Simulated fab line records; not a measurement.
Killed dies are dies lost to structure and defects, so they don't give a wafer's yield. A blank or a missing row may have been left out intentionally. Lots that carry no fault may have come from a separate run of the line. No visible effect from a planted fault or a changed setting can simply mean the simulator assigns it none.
Lot-split experiment | flow n5_finfet | on a route of 1938 steps: 7 lots, 21 wafers read

## THE SPLIT ITSELF
At N5_PASSIVATION_PECVD_55 (deposits SiO2 from SiH4/N2O, target thk 400 nm, time 22.5 s), the setting time_s was moved away from the recipe's 22.5 s on 5 of the 21 wafers read, by -7.9% to +12.0%. For the rest of the wafers, this setting stayed at what the recipe calls for.

The split's own step is where the reading is taken.

## THE READING
SiO2_of_PASSIVATION_PECVD_55.thk_nm (the simulator's own value, which no gauge read), in nm, at N5_PASSIVATION_PECVD_55 (deposits SiO2 from SiH4/N2O, target thk 400 nm, time 22.5 s). The file does not state a usual value for it. Here, 16 wafers ran the recipe; their average is 398.1 nm with a standard deviation of 5.3 nm.

wafer  | tool, chamber at the split | time_s as run, s | against the recipe | SiO2_of_PASSIVATION_PECVD_55.thk_nm, nm | against lot-mates on the recipe
L075.1 | pecvd-04, 2                | 22.5             | recipe             | 391                                     | -
L075.4 | pecvd-04, 1                | 22.5             | recipe             | 401                                     | -
L075.6 | pecvd-04, 2                | 22.5             | recipe             | 403.4                                   | -
L077.1 | pecvd-04, 0                | 21.04            | -6.5%              | 374.6                                   | -28.0
L077.4 | pecvd-04, 2                | 21.04            | -6.5%              | 374.8                                   | -27.8
L077.5 | pecvd-04, 1                | 22.5             | recipe             | 402.6                                   | -
L084.2 | pecvd-01, 2                | 22.5             | recipe             | 395                                     | -
L084.4 | pecvd-01, 1                | 22.5             | recipe             | 402.4                                   | -
L084.6 | pecvd-01, 2                | 22.5             | recipe             | 402.6                                   | -
L090.1 | pecvd-01, 2                | 22.5             | recipe             | 389.8                                   | -
L090.4 | pecvd-01, 2                | 22.5             | recipe             | 397                                     | -
L090.5 | pecvd-01, 1                | 20.75            | -7.8%              | 371.4                                   | -22.0
L092.2 | pecvd-04, 2                | 20.72            | -7.9%              | 363.8                                   | -38.6
L092.3 | pecvd-04, 0                | 22.5             | recipe             | 400.6                                   | -
L092.5 | pecvd-04, 2                | 22.5             | recipe             | 404.2                                   | -
L097.3 | pecvd-02, 2                | 22.5             | recipe             | 386.8                                   | -
L097.4 | pecvd-02, 0                | 22.5             | recipe             | 401.4                                   | -
L097.6 | pecvd-02, 2                | 22.5             | recipe             | 395                                     | -
L095.2 | pecvd-01, 2                | 22.5             | recipe             | 395.2                                   | -
L095.3 | pecvd-01, 0                | 22.5             | recipe             | 402.4                                   | -
L095.6 | pecvd-01, 2                | 25.21            | +12.0%             | 447                                     | +48.2

THE FIT
A straight line over all 21 wafers: SiO2_of_PASSIVATION_PECVD_55.thk_nm changes by +3.91 nm for each +1% of time_s; r = +0.96; the points scatter about the line by 5 nm.
The same after taking each lot's own level away (the mean of its wafers on the recipe; 21 wafers): +4.02 nm for each +1%; r = +0.96; scatter 4.7 nm.
Per that fit: largest time_s move, reading shift of 48 nm.
Measured against the standard deviation above, the lots' own levels, which go from 393.40 to 402.60 nm, span 1.7 times it.
The two slopes are in agreement: the lot-to-lot level therefore moves the slope only a little.
Check: +48.7 nm against its lot-mates is what the line predicts for one of the wafers moved furthest among these (+12.0%) when that wafer is left out of the fit. Against them it came out at +48.2 nm.

## OTHER SPLITS APPLIED TO THESE WAFERS
Note: prior to the reading, these wafers also went through further splits. Each is held against what the fit with the lots' levels taken away leaves over:
other split on the same wafers | wafers away from the commonest value | r with SiO2_of_PASSIVATION_PECVD_55.thk_nm (lot level and that fit taken away)
N5_BEOL_M15_COAT_22 spin_rpm   | 11                                   | +0.11

## THE WHOLE CHAIN: every reading that the file lists as answering this split, in the file's order
step                       | what it does                                                | reading                                                                              | change (the file's fit)              | r (the file's)
N5_PASSIVATION_PECVD_55    | deposits SiO2 from SiH4/N2O, target thk 400 nm, time 22.5 s | SiO2_of_PASSIVATION_PECVD_55.thk_nm (the simulator's own value, which no gauge read) | +3.99 nm for each +1% of the setting | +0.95
N5_PASSIVATION_VIA_ETCH_13 | etches SiO2 in CHF3/O2, target depth 660 nm, time 330 s     | etch_rf_on_time_s                                                                    | withheld for each +1% of the setting | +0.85

## FILE'S OWN FIT
SiO2_of_PASSIVATION_PECVD_55.thk_nm changes by +3.99 nm for each +1% of time_s, r = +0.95.
